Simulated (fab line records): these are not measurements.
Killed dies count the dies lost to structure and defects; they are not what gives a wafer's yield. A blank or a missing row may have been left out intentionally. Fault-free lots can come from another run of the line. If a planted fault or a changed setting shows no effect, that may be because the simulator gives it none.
fab line records	flow nand-harc
record: lots: 12	wafers: 36	last-day: 24
route steps=1159 shown THIN_TSV@1107 END@1159
lots that met no fault: taken from a fault-free run of the same line
start-h: start of the lot's first displayed wafer, in hours after the record's first day	wait-h: time in hours since the lot's previous step	" identical to the entry in the row above	L1.1+2: several wafers, shown together as one row	- no value present, or no start provided	* or withheld: withheld	< > ~ a bound
route shown NAME@n: NAME is a module with steps in the file, n the number in the route of the first one	usual: mean/standard deviation taken from wafers without a fault	same: alike in all rows	chamber/n: place in a boat	sites: per-site readings	_std_site: standard deviation of those values	_edge_site: mean of outer sites minus mean of inner sites	radius-mm: for every site, how far away it sits from the centre of the wafer	mask NAME#n: copy n	behind: the tool/chamber that last shaped the wafer	hold: why the lot was held/for how many hours/how that ended	device: which transistor (n, p or np) failed to switch	end of line: the same wafers' tests at the end of the route	step lacking rows: just its recipe	killed: the dies lost at the first sort to structure and to defects; this is not the yield of the wafer	map: shows each die of a wafer: x if killed, . if not, _ if none is there
set.NAME: setting as actually run; set.NAME@STEP: the setting as run at that earlier step	model.NAME: the simulator's own value behind a step, which no gauge read
route steps across a sampled set of lots; one table per step, one row per wafer
services: the hour from which a tool's chamber was out of use, counted from the record's first day as start-h (under 0 if before that day), plus the number of hours and why
== steps ==
step: NHARC_THIN_TSV_DEP_43
recipe: target-thk-a: 13285	temp-c: withheld	pressure-torr: 6.5	rf-w: 900	teos-flow-sccm: 161.4	flow-sccm: 2650	target-thk-nm: 1328.5	gas: O2	material: SiO2
usual: chamber-pressure-Torr: 6.500/0.015	rf-fwd-power-W: 898/3.1	throttle-valve-pct: 16.0/0.64
lot.wafer	tool	chamber	start-h	wait-h	chamber-pressure-Torr	rf-fwd-power-W	throttle-valve-pct
L859.3	pecvd-04	1	426.07	-	6.511	895	16.3
L859.4	"	1	"	"	6.506	897	16.4
L859.5	"	2	"	"	6.498	902	16.8
L863.2	pecvd-03	1	432.02	-	6.481	899	15.9
L863.3	"	2	"	"	6.507	900	15.3
L863.6	"	0	"	"	6.530	899	16.0
L862.3	pecvd-04	1	436.71	-	6.492	899	16.4
L862.5	"	1	"	"	6.495	900	16.5
L862.4	"	2	"	"	6.518	899	16.9
L864.1	pecvd-03	1	443.55	-	6.512	904	16.4
L864.6	"	0	"	"	6.490	897	16.0
L864.5	"	2	"	"	6.529	894	15.5
L868.1	pecvd-02	0	481.99	-	6.504	895	17.1
L868.5	"	1	"	"	6.471	892	15.8
L868.6	"	0	"	"	6.483	895	16.5
L869.1	pecvd-03	1	500.61	-	6.514	897	16.1
L869.5	"	1	"	"	6.500	893	16.2
L869.6	"	2	"	"	6.515	899	15.8
L875.1	pecvd-04	0	522.57	-	6.506	898	15.5
L875.5	"	1	"	"	6.478	902	16.7
L875.6	"	2	"	"	6.519	901	17.0
L874.1	pecvd-04	2	524.97	-	6.506	897	17.0
L874.3	"	0	"	"	6.501	898	15.4
L874.5	"	1	"	"	6.495	900	16.6
L872.2	pecvd-04	2	526.23	-	6.501	900	17.0
L872.5	"	2	"	"	6.500	902	17.3
L872.4	"	0	"	"	6.499	900	15.4
L878.3	pecvd-02	0	540.36	-	6.490	898	16.6
L878.1	"	1	"	"	6.508	901	15.7
L878.5	"	2	"	"	6.493	897	14.7
L880.3	pecvd-03	1	541.51	-	6.484	893	16.2
L880.2	"	2	"	"	6.483	903	15.5
L880.1	"	0	"	"	6.501	900	15.8
L879.3	pecvd-03	2	542.73	-	6.485	892	15.6
L879.5	"	2	"	"	6.484	901	15.3
L879.6	"	1	"	"	6.484	893	16.0
step: NHARC_THIN_TSV_STRIP_62
recipe: power-w: 1500	temp-c: 250	time-s: 20	chemistry: N2/H2
usual: drypump-motor-current-A: 5.8/0.46	heater-power-w: 351/36	rf-refl-power-W: 18/5.3	temp-c: 249.98/0.18
lot.wafer	tool	chamber	start-h	wait-h	drypump-motor-current-A	heater-power-w	rf-hours-counter-h	rf-refl-power-W	temp-c
L859.4	plasma-asher-01	0	429.55	-	6.5	405	-	19	250.01
L859.3	"	1	"	"	5.8	361	-	17	250.02
L859.5	"	0	"	"	6.5	406	-	19	249.64
L863.2	plasma-asher-02	1	435.60	-	5.2	303	23	11	250.22
L863.3	"	0	"	"	5.7	341	-	25	250.18
L863.6	"	0	"	"	5.7	347	-	24	249.98
L862.3	plasma-asher-01	1	440.30	-	5.8	366	-	16	249.94
L862.4	"	0	"	"	6.5	412	-	19	249.59
L862.5	"	0	"	"	6.4	408	-	18	249.74
L864.1	plasma-asher-01	0	447.25	-	6.5	397	55	19	249.89
L864.5	"	1	"	"	5.8	357	-	16	249.96
L864.6	"	0	"	"	6.5	396	-	19	250.07
L868.1	plasma-asher-02	1	485.59	-	5.2	300	42	11	249.86
L868.5	"	0	"	"	5.7	349	-	25	249.86
L868.6	"	1	"	"	5.2	311	-	11	250.05
L869.1	plasma-asher-02	0	504.06	-	5.7	340	46	25	249.86
L869.6	"	1	"	"	5.2	298	-	11	249.77
L869.5	"	0	"	"	5.7	352	-	26	249.81
L875.1	plasma-asher-02	1	526.37	-	5.2	319	54	-	249.82
L875.6	"	1	"	"	5.2	299	-	-	249.90
L875.5	"	0	"	"	5.7	347	-	-	250.06
L874.1	plasma-asher-02	1	528.68	-	5.1	303	55	11	250.08
L874.3	"	1	"	"	5.2	296	-	11	249.82
L874.5	"	1	"	"	5.2	298	-	10	249.96
L872.2	plasma-asher-02	0	529.75	-	5.7	347	56	25	249.84
L872.4	"	1	"	"	5.2	298	-	10	250.05
L872.5	"	1	"	"	5.2	296	-	11	249.99
L878.1	plasma-asher-01	1	544.11	-	5.8	351	29	16	250.10
L878.3	"	1	"	"	5.7	351	-	17	250.16
L878.5	"	0	"	"	6.5	406	-	18	250.15
L880.2	plasma-asher-02	1	546.28	-	5.2	296	0	11	250.20
L880.1	"	0	"	"	5.7	338	0	25	250.06
L880.3	"	1	"	"	5.1	290	-	10	249.93
L879.3	plasma-asher-02	0	547.59	-	5.8	338	-	25	249.97
L879.6	"	1	"	"	5.2	298	-	11	250.18
L879.5	"	0	"	"	5.7	340	-	25	249.84
step: NHARC_THIN_TSV_PRE_CLEAN_54
recipe: time-s: 30	temp-c: 280	gas: H2/He
usual: heater-power-w: 409/46
lot.wafer	tool	chamber	start-h	wait-h	heater-power-w
L859.3	pvd-sputter-01	-	431.77	0.1	375
L859.4	"	-	"	"	370
L859.5	"	-	"	"	385
L863.2	pvd-sputter-02	-	437.95	0.0	401
L863.3	"	-	"	"	389
L863.6	"	-	"	"	366
L862.3	pvd-sputter-01	-	442.63	0.0	400
L862.4	"	-	"	"	468
L862.5	"	-	"	"	399
L864.1	pvd-sputter-01	-	449.46	0.1	376
L864.6	"	-	"	"	462
L864.5	"	-	"	"	373
L868.1	pvd-sputter-01	-	487.81	0.1	468
L868.5	"	-	"	"	470
L868.6	"	-	"	"	374
L869.1	pvd-sputter-03	-	506.33	0.1	436
L869.6	"	-	"	"	505
L869.5	"	-	"	"	440
L875.1	pvd-sputter-02	-	528.65	0.1	368
L875.5	"	-	"	"	400
L875.6	"	-	"	"	385
L874.1	pvd-sputter-01	-	530.95	0.1	473
L874.3	"	-	"	"	334
L874.5	"	-	"	"	466
L872.4	pvd-sputter-02	-	532.02	0.1	415
L872.2	"	-	"	"	392
L872.5	"	-	"	"	368
L878.3	pvd-sputter-01	-	546.62	0.1	382
L878.1	"	-	"	"	477
L878.5	"	-	"	"	342
L880.2	pvd-sputter-01	-	548.56	0.1	464
L880.1	"	-	"	"	403
L880.3	"	-	"	"	385
L879.3	pvd-sputter-03	-	549.78	0.1	373
L879.6	"	-	"	"	511
L879.5	"	-	"	"	435
step: NHARC_THIN_TSV_STRIP_56
recipe: power-w: 1500	temp-c: 250	chemistry: O2
usual: drypump-motor-current-A: 5.7/0.45	heater-power-w: 346/36	rf-refl-power-W: 18/4.8	temp-c: 250.05/0.19
lot.wafer	tool	chamber	start-h	wait-h	drypump-motor-current-A	heater-power-w	rf-hours-counter-h	rf-refl-power-W	temp-c
L859.3	plasma-asher-01	1	433.78	0.4	5.8	359	-	16	250.22
L859.4	"	0	"	"	6.4	401	-	19	249.89
L859.5	"	1	"	"	5.8	360	-	16	249.88
L863.2	plasma-asher-01	0	439.97	0.4	6.5	410	53	18	250.11
L863.3	"	0	"	"	6.4	409	-	19	249.94
L863.6	"	1	"	"	5.8	362	-	17	249.80
L862.4	plasma-asher-02	1	444.48	0.2	5.2	300	-	11	249.89
L862.3	"	0	"	"	5.7	350	-	26	250.15
L862.5	"	0	"	"	5.7	353	-	25	249.97
L864.1	plasma-asher-02	0	451.22	0.1	5.7	346	29	24	249.89
L864.6	"	1	"	"	5.2	303	-	11	250.06
L864.5	"	0	"	"	5.7	349	-	25	250.07
L868.1	plasma-asher-01	1	489.44	0.1	5.8	358	7	16	250.36
L868.5	"	0	"	"	6.5	389	-	19	250.15
L868.6	"	1	"	"	5.8	358	-	16	250.10
L869.1	plasma-asher-02	0	507.94	0.1	5.7	344	47	-	250.16
L869.5	"	1	"	"	5.2	300	-	-	249.83
L869.6	"	0	"	"	5.7	343	-	-	250.29
L875.1	plasma-asher-01	1	530.21	0.1	5.8	343	21	16	250.44
L875.5	"	1	"	"	5.8	359	-	16	250.47
L875.6	"	0	"	"	6.5	411	-	19	250.27
L874.1	plasma-asher-02	0	532.87	0.3	5.7	355	57	26	250.25
L874.3	"	0	"	"	5.7	350	-	25	250.10
L874.5	"	1	"	"	5.2	308	-	11	250.03
L872.2	plasma-asher-02	0	533.88	0.1	5.7	349	57	-	250.33
L872.4	"	1	"	"	5.2	295	-	-	249.98
L872.5	"	1	"	"	5.2	302	-	-	249.70
L878.1	plasma-asher-02	1	548.39	0.1	5.2	299	1	-	249.90
L878.3	"	1	"	"	5.2	294	-	-	249.91
L878.5	"	0	"	"	5.7	332	-	-	249.70
L880.1	plasma-asher-01	0	550.42	0.2	6.5	398	33	19	249.74
L880.2	"	1	"	"	5.9	360	33	16	250.00
L880.3	"	1	"	"	5.8	357	-	16	249.93
L879.3	plasma-asher-02	1	551.57	0.2	5.2	296	-	11	249.94
L879.6	"	1	"	"	5.2	298	-	11	249.53
L879.5	"	0	"	"	5.7	332	-	24	249.87
step: NHARC_END_SORT_01
recipe: temp-c: 25
usual: defect-limited-yield: 95.8/1.2	killed-at-array: 24/7.4	killed-at-other: 0.5/0.81	killed-at-periphery: 3.4/2.3	killed-dies: 28/8	killed-open: 3.4/1.8	killed-short: 2.0/1.4	sort_bin_2_pct: 1.3/0.54	sort_bin_3_pct: 0.23/0.2	sort_bin_4_pct: 2.7/0.77	sort-n-pass: 649/8	sort-rim-yield-pct: 94.2/2.7	sort-yield-pct: 95.8/1.2
same: gross-dies: 677	sort_bin_5_pct[%]: 0	sort_bin_6_pct[%]: 0	sort_bin_7_pct[%]: 0	sort_bin_8_pct[%]: 0	sort-rim-n-gross: 106.00
lot.wafer	tool	chamber	start-h	wait-h	defect-limited-yield[%]	killed-at-array	killed-at-other	killed-at-periphery	killed-dies	killed-open	killed-short	sort_bin_2_pct[%]	sort_bin_3_pct[%]	sort_bin_4_pct[%]	sort-n-pass	sort-rim-yield-pct[%]	sort-yield-pct[%]
L869.1	prober-02	0	524.86	2.5	97.6	15	1	0	16	3	1	0.9	0.15	1.3	661	93.4	97.6
L874.1	prober-02	0	538.34	2.5	5.6	26	608	5	639	5	1	91.1	0.15	3.1	38	9.4	5.6
L874.3	prober-02	0	539.95	3.1	95.1	28	0	5	33	1	3	0.9	0.44	3.5	644	96.2	95.1
L874.5	prober-02	0	541.57	3.7	95.0	27	1	6	34	4	3	1.5	0.44	3.1	643	95.3	95.0
L872.2	prober-01	0	554.57	2.8	5.6	15	622	2	639	3	2	93.1	0.30	1.0	38	0.9	5.6
L872.4	prober-01	0	556.18	3.4	97.0	17	1	2	20	1	4	0.1	0.15	2.7	657	93.4	97.0
L872.5	prober-01	0	556.98	3.7	8.0	19	602	2	623	2	2	90.0	0.15	1.9	54	4.7	8.0
killed by level:class
L869.1 A_CHANNEL_HOLE_D1:chamber-film-flake=6 A_STAIRCASE:chamber-film-flake=3 A_CONTACT:chamber-film-flake=3 A_M0:geometric-particle:open=2 A_CONTACT:geometric-particle:open=1 STARTING-WAFER:geometric-particle:short=1
L874.1 THIN_TSV:area-dep=608 A_SLIT:chamber-film-flake=9 A_STAIRCASE:chamber-film-flake=4 A_CONTACT:chamber-film-flake=4 P_GATE:chamber-film-flake=3 A_CONTACT:geometric-particle:open=2 A_BLC:geometric-particle:open=2 A_CHANNEL_HOLE_D1:chamber-film-flake=2
L874.3 A_SLIT:chamber-film-flake=13 A_STAIRCASE:chamber-film-flake=5 P_GATE:chamber-film-flake=4 A_CHANNEL_HOLE_D1:chamber-film-flake=3 A_CONTACT:chamber-film-flake=2 A_ONON_D1:geometric-particle:short=1 A_CHANNEL_FILL_D1:geometric-particle:short=1 A_WL_FILL:geometric-particle:short=1
L874.5 A_SLIT:chamber-film-flake=15 P_GATE:chamber-film-flake=4 A_STAIRCASE:chamber-film-flake=3 P_M0:geometric-particle:open=2 A_M1:chamber-film-flake=2 A_SOURCE_PLATE:geometric-particle:short=1 A_ONON_D1:geometric-particle:short=1 A_CHANNEL_FILL_D1:geometric-particle:open=1
L872.2 THIN_TSV:area-dep=620 A_CONTACT:chamber-film-flake=5 A_CHANNEL_HOLE_D1:chamber-film-flake=4 A_STAIRCASE:chamber-film-flake=3 P_GATE:geometric-particle:open=2 A_WL_FILL:geometric-particle:short=2 THIN_TSV:chamber-film-flake=2 A_M0:geometric-particle:open=1
L872.4 A_CHANNEL_HOLE_D1:chamber-film-flake=5 A_STAIRCASE:chamber-film-flake=4 A_CONTACT:chamber-film-flake=4 A_WL_FILL:geometric-particle:short=3 P_M0:geometric-particle:short=1 A_ONON_D1:geometric-particle:open=1 P_GATE:chamber-film-flake=1 THIN_TSV:chamber-film-flake=1
L872.5 THIN_TSV:area-dep=600 A_STAIRCASE:chamber-film-flake=7 A_CONTACT:chamber-film-flake=7 A_CHANNEL_HOLE_D1:chamber-film-flake=3 P_M2:geometric-particle:open=1 A_CHANNEL_FILL_D1:geometric-particle:short=1 A_CHANNEL_FILL_D1:geometric-particle:open=1 P_ZERO_WELL:chamber-film-flake=1
== services ==
tool	chamber	start-h	hours	kind
pecvd-03	-	416.29	0.8	repair
pecvd-04	-	422.61	2.7	repair
pecvd-04	-	429.73	3.8	repair
pvd-sputter-01	-	437.04	1.4	repair
pecvd-02	2	443.88	5.0	repair
plasma-asher-01	-	453.00	9.0	pm
plasma-asher-01	0	453.00	9.0	vent-cycle
plasma-asher-01	1	453.00	9.0	vent-cycle
pvd-sputter-03	-	458.00	10.0	pm
plasma-asher-01	0	462.00	-	clean
plasma-asher-01	1	462.00	-	clean
pecvd-03	-	473.28	13.0	pm
pecvd-03	0	473.28	13.0	vent-cycle
pecvd-03	1	473.28	13.0	vent-cycle
pvd-sputter-01	-	503.72	3.3	repair
plasma-asher-02	-	511.46	0.5	repair
pvd-sputter-01	-	514.01	10.0	pm
pecvd-02	-	515.04	13.0	pm
plasma-asher-02	-	537.00	9.0	pm
plasma-asher-02	0	537.00	9.0	vent-cycle
plasma-asher-02	1	537.00	9.0	vent-cycle
pvd-sputter-02	-	541.73	32.2	repair
plasma-asher-02	0	546.00	-	clean
plasma-asher-02	1	546.00	-	clean
== key ==
first-sign: step: NHARC_END_SORT_01	reading: killed-at-other	direction: up	sigmas: 99+	usual: 0.5	struck: 610.7
effect: step: NHARC_END_SORT_01	reading: sort_bin_2_pct	direction: up	sigmas: 99+	usual: 1.3	struck: 91.4
more-kills-born-at: NHARC_THIN_TSV_DEP_43@pecvd-04: 1828
met-at NHARC_THIN_TSV_DEP_43
struck-lots L872,L874
struck-wafers L872.2,L872.5,L874.1
later-rows-left-out L872.2,L872.5,L874.1
not-acting-at NHARC_THIN_TSV_STRIP_62,NHARC_THIN_TSV_PRE_CLEAN_54,NHARC_THIN_TSV_STRIP_56
onset-between 522.57 524.97
fault: kind: process-parameter-drift	tool: pecvd-04	chamber: 2	onset-h: 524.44	steps: NHARC_THIN_TSV_DEP_43	channel: target-thk-a	offset: *	shape: step	end-h: 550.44	acts-in: *	stated: *
later-rows-left-out: the simulator's readings of these wafers behind a module that went badly wrong aren't trusted and aren't shown, but for the sort
